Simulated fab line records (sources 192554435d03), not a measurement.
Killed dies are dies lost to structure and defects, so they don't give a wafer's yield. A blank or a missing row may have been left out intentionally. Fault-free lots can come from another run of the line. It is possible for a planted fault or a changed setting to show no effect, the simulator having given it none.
fab line records	flow n5_finfet
[record] lots = 9	wafers = 27	last_day = 18
route steps=1938 shown HKMG_FIN@389 BEOL_M4@1111
lots with no fault: from the same line, run without faults
start_h: hours from the record's first day to the start of the lot's first wafer shown	wait_h: hours since the lot's step before	" as in the row above	L1.1+2: a row that stands for several wafers	- no value, or no start was given	* or withheld: withheld	< > ~ a bound
route shown NAME@n: a module of which the file shows steps, and the number in the route of the first	usual: the fault-free wafers' mean and standard deviation	same: alike in all rows	chamber/n: place in a boat	sites: readings site by site	_std_site: their standard deviation	_edge_site: the outer-site mean with the inner-site mean subtracted	radius_mm: how far each site lies from the wafer's centre	mask NAME#n: copy n	behind: tool/chamber where the wafer was last shaped	hold: the reason the lot was held/the length of the hold in hours/how it ended	device: the transistor (n, p or np) that didn't switch	end of line: the same wafers' tests at the end of the route	where a step has no rows: the recipe by itself	killed: not the wafer's yield, but the dies lost to structure and defects at the first sort	map: shows each die of a wafer: x if killed, . if not, _ if none is there
set.NAME: the run value of the setting; set.NAME@STEP: its run value at that earlier step	model.NAME: the simulator's own value behind a step, which no gauge read
one table for each step of the route and one row for each wafer, over a sample of lots
services: when a tool's chamber went out of use (start_h, in hours from the record's first day, below 0 if earlier), for how many hours, and the reason
[[steps]]
[step N5_HKMG_FIN_ALD_75]
[recipe] material = Al2O3	target_thk_a = 10	temp_c = 150	ald_precursor_family = TMA	ald_co_reactant = H2O	pulse_time_s = withheld	co_reactant_pulse_time_s = 1
[usual] heater_power_w = 151/15	precursor_pulse_height_rel = 1.000/0.022
lot.wafer	tool	chamber	start_h	wait_h	heater_power_w	precursor_pulse_height_rel
L274.3	ald_hk-02	2	81.96	0.1	132	1.045
L274.4	"	1	"	"	186	1.002
L274.6	"	2	"	"	132	1.046
L276.4	ald_hk-02	0	94.42	0.1	163	1.035
L276.5	"	1	"	"	182	0.973
L276.6	"	0	"	"	158	0.972
L280.1	ald_hk-02	3	119.48	0.0	159	1.014
L280.3	"	2	"	"	133	0.996
L280.5	"	0	"	"	159	0.989
L281.2	ald_hk-01	2	127.14	0.0	153	1.029
L281.5	"	1	"	"	143	0.986
L281.6	"	0	"	"	136	1.031
L282.1	ald_hk-03	3	130.63	0.0	139	0.982
L282.3	"	2	"	"	168	1.025
L282.6	"	1	"	"	166	0.989
L283.1	ald_hk-01	3	138.38	0.0	136	1.010
L283.2	"	1	"	"	145	0.991
L283.3	"	2	"	"	152	1.038
L290.3	ald_hk-01	2	179.39	0.0	151	0.999
L290.4	"	1	"	"	145	1.015
L290.6	"	2	"	"	150	0.975
L291.1	ald_hk-03	0	185.28	0.0	146	0.998
L291.3	"	2	"	"	165	1.025
L291.4	"	1	"	"	161	1.028
L295.1	ald_hk-01	2	208.57	0.0	148	0.991
L295.2	"	1	"	"	144	0.997
L295.4	"	3	"	"	136	0.967
[step N5_HKMG_FIN_STRIP_57]
[recipe] chemistry = CF4	resist = SiARC	power_w = 300	bias_power_w = 75	pressure_mtorr = 50	cf4_flow_sccm = 150	rf_frequency_hz = 6e+07
[usual] drypump_motor_current_A = 5.7/0.52	oes_product_au = 0.76/0.071	rf_vpp_V = 270.7/0.99	showerhead_plenum_p_Torr = 1.776/0.024	throttle_valve_pct = 13.65/0.27
lot.wafer	tool	chamber	start_h	wait_h	drypump_motor_current_A	oes_product_au	rf_hours_counter_h	rf_vpp_V	showerhead_plenum_p_Torr	throttle_valve_pct
L274.3	rie_diel-01	1	83.07	0.0	5.7	0.70	211	271.1	1.785	13.76
L274.4	"	0	"	"	6.5	0.94	11	270.8	1.766	13.08
L274.6	"	3	"	"	4.8	0.76	-	271.0	1.797	13.74
L276.4	rie_diel-05	0	95.32	0.0	5.1	0.70	207	269.3	1.776	13.58
L276.5	"	1	"	"	6.0	0.71	-	268.3	1.772	13.69
L276.6	"	0	"	"	5.1	0.70	-	271.5	1.776	13.57
L280.1	rie_diel-02	1	120.32	0.0	6.1	0.73	142	271.1	1.801	13.42
L280.3	"	2	"	"	6.0	0.75	151	271.7	1.798	13.96
L280.5	"	2	"	"	6.0	0.75	-	271.3	1.798	13.96
L281.2	rie_diel-01	2	128.34	0.0	5.7	0.68	246	270.8	1.774	14.07
L281.5	"	2	"	"	5.7	0.68	-	269.2	1.774	14.06
L281.6	"	0	"	"	6.5	0.90	-	270.8	1.762	13.13
L282.1	rie_diel-05	2	131.63	0.0	5.2	0.73	155	268.9	1.725	13.66
L282.3	"	3	"	"	5.7	0.72	196	270.1	1.788	14.02
L282.6	"	2	"	"	5.2	0.73	-	269.2	1.725	13.67
L283.1	rie_diel-02	1	139.22	0.0	6.1	0.72	149	271.7	1.800	13.45
L283.2	"	0	"	"	5.6	0.79	98	269.8	1.732	13.51
L283.3	"	3	"	"	6.1	0.77	104	271.7	1.807	13.49
L290.3	rie_diel-02	0	180.46	0.0	5.6	0.77	113	269.0	1.728	13.54
L290.4	"	3	"	"	6.0	0.76	118	271.5	1.803	13.52
L290.6	"	1	"	"	6.1	0.72	-	271.6	1.796	13.47
L291.1	rie_diel-01	3	186.11	0.0	4.8	0.72	199	271.8	1.785	13.85
L291.3	"	2	"	"	5.7	0.93	10	271.4	1.771	13.52
L291.4	"	1	"	"	5.7	0.68	238	270.9	1.777	13.83
L295.1	rie_diel-01	2	209.28	0.0	5.7	0.91	18	270.9	1.768	13.56
L295.2	"	3	"	"	4.8	0.72	206	270.8	1.783	13.85
L295.4	"	3	"	"	4.8	0.71	-	270.9	1.783	13.86
[step N5_HKMG_FIN_CVD_62]
[recipe] material = a-Si	target_thk_a = 30	temp_c = 500	precursor = Si2H6	pressure_torr = 1	time_s = 20.8
[usual] chamber_pressure_Torr = 0.9998/0.0021	heater_power_outer_w = 994/65	heater_power_w = 1515/95
lot.wafer	tool	chamber	start_h	wait_h	chamber_pressure_Torr	heater_power_outer_w	heater_power_w
L274.3	thermal_cvd_si-02	0	84.51	0.2	1.0023	879	1391
L274.4	"	1	"	"	0.9972	970	1463
L274.6	"	2	"	"	1.0016	996	1591
L276.4	thermal_cvd_si-02	1	96.83	0.3	0.9981	925	1449
L276.5	"	0	"	"	0.9998	871	1426
L276.6	"	2	"	"	1.0005	989	1566
L280.1	thermal_cvd_si-02	1	121.77	0.2	-	-	-
L280.3	"	0	"	"	-	-	-
L280.5	"	1	"	"	-	-	-
L281.2	thermal_cvd_si-01	0	129.80	0.2	-	-	-
L281.5	"	0	"	"	-	-	-
L281.6	"	2	"	"	-	-	-
L282.1	thermal_cvd_si-02	1	133.07	0.2	-	-	-
L282.3	"	2	"	"	-	-	-
L282.6	"	2	"	"	-	-	-
L283.1	thermal_cvd_si-01	2	140.67	0.2	0.9986	1098	1680
L283.2	"	0	"	"	0.9980	973	1480
L283.3	"	1	"	"	0.9999	1102	1469
L290.3	thermal_cvd_si-02	1	181.97	0.2	1.0008	940	1441
L290.4	"	2	"	"	0.9994	1000	1551
L290.6	"	2	"	"	0.9997	977	1595
L291.1	thermal_cvd_si-02	1	187.56	0.2	1.0002	957	1421
L291.3	"	2	"	"	1.0007	991	1569
L291.4	"	1	"	"	1.0006	980	1471
L295.1	thermal_cvd_si-02	2	210.80	0.2	0.9957	1003	1573
L295.2	"	1	"	"	1.0010	970	1430
L295.4	"	1	"	"	0.9986	957	1431
[step N5_HKMG_FIN_ALD_36]
[recipe] material = TiN	target_thk_a = 10	temp_c = 400	ald_precursor_family = TiCl4	ald_co_reactant = NH3	pulse_time_s = 1	purge_time_s = 3	co_reactant_purge_time_s = 2	co_reactant_pulse_time_s = 2	ald_cycles = 47	pressure_torr = 3
[usual] heater_power_w = 907/97	precursor_pulse_height_rel = 0.999/0.018
lot.wafer	tool	chamber	start_h	wait_h	heater_power_w	precursor_pulse_height_rel
L274.3	ald_metal-04	1	84.91	0.0	942	1.014
L274.4	"	3	"	"	829	0.987
L274.6	"	1	"	"	937	0.964
L276.4	ald_metal-01	3	97.18	0.0	820	0.993
L276.5	"	3	"	"	792	1.021
L276.6	"	2	"	"	941	1.009
L280.1	ald_metal-01	1	122.17	0.0	1033	0.997
L280.3	"	2	"	"	982	0.967
L280.5	"	0	"	"	954	1.002
L281.2	ald_metal-01	2	130.48	0.0	961	0.972
L281.5	"	3	"	"	790	1.002
L281.6	"	0	"	"	950	1.000
L282.1	ald_metal-03	0	133.65	0.0	874	1.004
L282.3	"	1	"	"	807	1.002
L282.6	"	1	"	"	805	0.998
L283.1	ald_metal-03	3	141.06	0.0	754	0.984
L283.2	"	0	"	"	882	1.024
L283.3	"	2	"	"	1044	0.975
L290.3	ald_metal-01	3	182.36	0.0	802	0.995
L290.4	"	2	"	"	924	0.996
L290.6	"	1	"	"	991	1.016
L291.1	ald_metal-04	0	188.02	0.0	965	1.004
L291.3	"	1	"	"	931	1.010
L291.4	"	2	"	"	810	0.976
L295.1	ald_metal-04	3	211.38	0.0	838	1.009
L295.2	"	2	"	"	820	1.007
L295.4	"	0	"	"	992	0.955
[step N5_BEOL_M4_RC_MEAS_101]
[usual] DIBL_N = 36.5/1.4	DIBL_P = 36.5/1.6	EOT_N = 10.54/0.082	EOT_P = 10.50/0.092	IGATE_N = 0.0119/0.0014	IGATE_P = 0.0036/0.00044	IOFF_N = 0.163/0.022	IOFF_N_LIN = 0.075/0.0087	IOFF_P = 0.219/0.029	IOFF_P_85C = 3.8/0.42	IOFF_P_LIN = 0.103/0.012	ION_N = 675/8.3	ION_P = 464/6.2	SS_N = 71.5/0.52	SS_P = 73.4/0.57	VT_N = 249.7/2.6	VT_P = -250/3
lot.wafer	tool	chamber	start_h	wait_h	DIBL_N[mV/V]	DIBL_P[mV/V]	EOT_N	EOT_P	IGATE_N[nA/um]	IGATE_P[nA/um]	IOFF_N[nA/um]	IOFF_N_LIN[nA/um]	IOFF_P[nA/um]	IOFF_P_85C[nA/um]	IOFF_P_LIN[nA/um]	ION_N[uA/um]	ION_P[uA/um]	SS_N[mV/dec]	SS_P[mV/dec]	VT_N[mV]	VT_P[mV]
L274.3	prober-01	0	183.48	0.3	37.4	38.1	10.59	10.69	0.0095	0.0028	0.189	0.082	0.216	3.7	0.099	673	455	72.7	73.7	247.7	-251
L274.4	"	0	"	"	34.2	34.8	10.57	10.62	0.0103	0.0030	0.134	0.063	0.174	3.1	0.086	666	453	71.4	73.3	251.4	-255
L274.6	"	0	"	"	36.5	38.0	10.66	10.62	0.0100	0.0029	0.174	0.078	0.213	3.7	0.098	676	461	72.3	73.4	250.6	-251
L276.4	prober-02	0	211.63	0.5	38.0	38.5	10.55	10.63	0.0116	0.0035	0.187	0.082	0.234	4.0	0.110	682	462	72.1	74.0	247.6	-249
L276.5	"	0	"	"	37.2	37.4	10.46	10.52	0.0124	0.0038	0.190	0.084	0.208	3.6	0.100	691	466	72.5	72.4	245.4	-251
L276.6	"	0	"	"	37.7	38.7	10.61	10.36	0.0125	0.0038	0.194	0.084	0.236	4.0	0.111	687	461	72.0	73.9	246.8	-251
L280.1	prober-01	0	214.70	0.0	36.9	36.2	11.95	11.85	0.0025	0.0008	0.161	0.081	0.277	4.5	0.135	649	460	72.2	73.1	248.3	-242
L280.3	"	0	"	"	39.4	39.1	11.90	11.91	0.0025	0.0008	0.209	0.098	0.345	5.3	0.159	654	456	71.9	73.8	245.5	-241
L280.5	"	0	"	"	38.4	38.3	11.97	11.98	0.0022	0.0007	0.189	0.093	0.326	5.1	0.153	659	464	72.1	73.5	247.2	-243
L283.1	prober-02	0	231.98	0.0	35.2	36.0	10.57	10.56	0.0113	0.0033	0.148	0.071	0.232	3.9	0.109	675	468	70.5	72.0	250.1	-248
L283.2	"	0	"	"	36.1	36.6	10.58	10.44	0.0115	0.0034	0.172	0.080	0.246	4.1	0.114	668	468	71.4	72.3	247.9	-247
L283.3	"	0	"	"	38.4	39.9	10.59	10.55	0.0100	0.0029	0.212	0.095	0.302	4.9	0.131	682	472	71.5	73.9	244.5	-244
L282.1	prober-02	0	237.77	0.0	40.2	41.4	11.85	11.99	0.0022	0.0007	0.218	0.100	0.311	5.1	0.145	662	455	72.8	74.5	248.2	-244
L282.3	"	0	"	"	40.2	41.4	11.90	11.84	0.0024	0.0007	0.224	0.103	0.321	5.2	0.149	657	463	71.8	74.5	244.7	-244
L282.6	"	0	"	"	39.9	41.1	11.87	11.80	0.0025	0.0008	0.218	0.103	0.299	4.9	0.141	668	458	71.6	74.4	246.2	-245
L281.2	prober-02	0	240.40	0.2	41.7	41.5	12.07	11.95	0.0024	0.0007	0.249	0.113	0.366	5.7	0.163	664	460	72.5	74.8	244.4	-244
L281.5	"	0	"	"	39.4	38.4	11.80	11.84	0.0028	0.0009	0.189	0.091	0.288	4.7	0.140	657	457	71.7	73.8	247.9	-244
L281.6	"	0	"	"	40.9	41.2	11.78	11.89	0.0029	0.0009	0.241	0.111	0.353	5.6	0.159	665	467	71.5	74.5	247.9	-243
L290.3	prober-01	0	283.00	0.3	37.9	38.8	10.57	10.46	0.0119	0.0035	0.177	0.081	0.227	3.9	0.108	684	464	71.6	73.8	247.7	-250
L290.4	"	0	"	"	38.4	39.5	10.56	10.53	0.0106	0.0031	0.187	0.087	0.243	4.1	0.113	682	465	71.8	74.3	247.3	-249
L290.6	"	0	"	"	39.1	39.8	10.61	10.49	0.0128	0.0038	0.197	0.090	0.247	4.2	0.115	685	468	71.8	74.1	247.4	-246
L291.1	prober-02	0	285.77	0.0	37.2	37.0	10.44	10.51	0.0119	0.0035	0.176	0.081	0.219	3.8	0.103	682	461	71.7	73.5	249.3	-250
L291.3	"	0	"	"	37.7	38.1	10.49	10.47	0.0118	0.0035	0.195	0.091	0.232	4.1	0.108	694	469	71.5	73.2	247.1	-251
L291.4	"	0	"	"	38.3	38.3	10.52	10.48	0.0109	0.0032	0.203	0.093	0.244	4.2	0.110	682	465	71.7	73.7	246.3	-250
L295.1	prober-02	0	316.72	0.0	36.6	35.7	10.57	10.51	0.0105	0.0032	0.149	0.071	0.218	3.8	0.106	661	460	71.8	73.4	251.6	-250
L295.2	"	0	"	"	37.2	36.7	10.55	10.47	0.0108	0.0033	0.164	0.075	0.243	4.1	0.114	665	458	72.8	73.9	250.0	-248
L295.4	"	0	"	"	34.9	33.8	10.62	10.52	0.0115	0.0035	0.132	0.065	0.196	3.5	0.098	667	467	71.7	72.7	254.0	-251
[[services]]
tool	chamber	start_h	hours	kind
rie_diel-05	0	62.35	5.0	repair
ald_metal-01	-	64.52	2.8	pm
ald_metal-03	1	87.34	3.2	repair
rie_diel-01	1	88.68	15.3	repair
ald_hk-01	-	90.28	2.8	pm
ald_metal-04	-	107.79	28.1	pm
thermal_cvd_si-02	0	126.29	66.6	repair
rie_diel-01	1	126.77	8.7	repair
ald_hk-03	-	127.99	0.7	repair
rie_diel-01	2	136.93	-	clean
rie_diel-01	2	136.93	-	consumable_replace:focus_ring
rie_diel-01	2	136.93	22.3	scheduled_down
rie_diel-01	2	136.93	22.3	vent_cycle
rie_diel-05	0	141.50	9.7	repair
ald_metal-04	1	147.14	3.4	repair
thermal_cvd_si-02	2	148.25	17.2	repair
ald_metal-03	1	150.45	11.6	repair
ald_metal-04	0	151.62	19.0	repair
rie_diel-05	1	163.92	15.8	repair
rie_diel-05	1	184.07	-	clean
thermal_cvd_si-01	-	186.22	6.1	pm
ald_metal-04	-	199.22	1.0	repair
thermal_cvd_si-01	-	200.92	2.8	pm
rie_diel-01	0	205.00	10.7	repair
[[key]]
[first_sign] step = N5_HKMG_FIN_CVD_62	reading = tool_record	direction = missing
[effect] step = N5_BEOL_M4_RC_MEAS_101	reading = EOT_N	direction = up	sigmas = 17	usual = 10.54	struck = 11.90
[effect] step = N5_BEOL_M4_RC_MEAS_101	reading = EOT_P	direction = up	sigmas = 15	usual = 10.50	struck = 11.90
[effect] step = N5_BEOL_M4_RC_MEAS_101	reading = IGATE_N	direction = down	sigmas = 6.6	usual = 0.0119	struck = 0.0025
[effect] step = N5_BEOL_M4_RC_MEAS_101	reading = IGATE_P	direction = down	sigmas = 6.4	usual = 0.0036	struck = 0.0008
[effect] step = N5_BEOL_M4_RC_MEAS_101	reading = IOFF_P_LIN	direction = up	sigmas = 3.9	usual = 0.103	struck = 0.149
[effect] step = N5_BEOL_M4_RC_MEAS_101	reading = IOFF_P	direction = up	sigmas = 3.5	usual = 0.219	struck = 0.321
[effect] step = N5_BEOL_M4_RC_MEAS_101	reading = IOFF_P_85C	direction = up	sigmas = 3.3	usual = 3.8	struck = 5.1
[effect] step = N5_BEOL_M4_RC_MEAS_101	reading = IOFF_N_LIN	direction = up	sigmas = 2.8	usual = 0.075	struck = 0.099
[effect] step = N5_BEOL_M4_RC_MEAS_101	reading = DIBL_N	direction = up	sigmas = 2.3	usual = 36.5	struck = 39.7
[effect] step = N5_BEOL_M4_RC_MEAS_101	reading = IOFF_N	direction = up	sigmas = 2.2	usual = 0.163	struck = 0.211	wafers_moved = 8
[effect] step = N5_BEOL_M4_RC_MEAS_101	reading = VT_P	direction = up	sigmas = 2.2	usual = -250	struck = -243	wafers_moved = 3
[effect] step = N5_BEOL_M4_RC_MEAS_101	reading = DIBL_P	direction = up	sigmas = 2	usual = 36.5	struck = 39.8
met_at N5_HKMG_FIN_CVD_62
struck_lots L280,L281,L282
not_acting_at N5_HKMG_FIN_ALD_75,N5_HKMG_FIN_STRIP_57,N5_HKMG_FIN_ALD_36
onset_between 96.83 121.77
[fault] kind = skipped_step_whole	tool = thermal_cvd_si-01,thermal_cvd_si-02	chamber = -	onset_h = 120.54	steps = N5_HKMG_FIN_CVD_62	scope = struck_lots_only
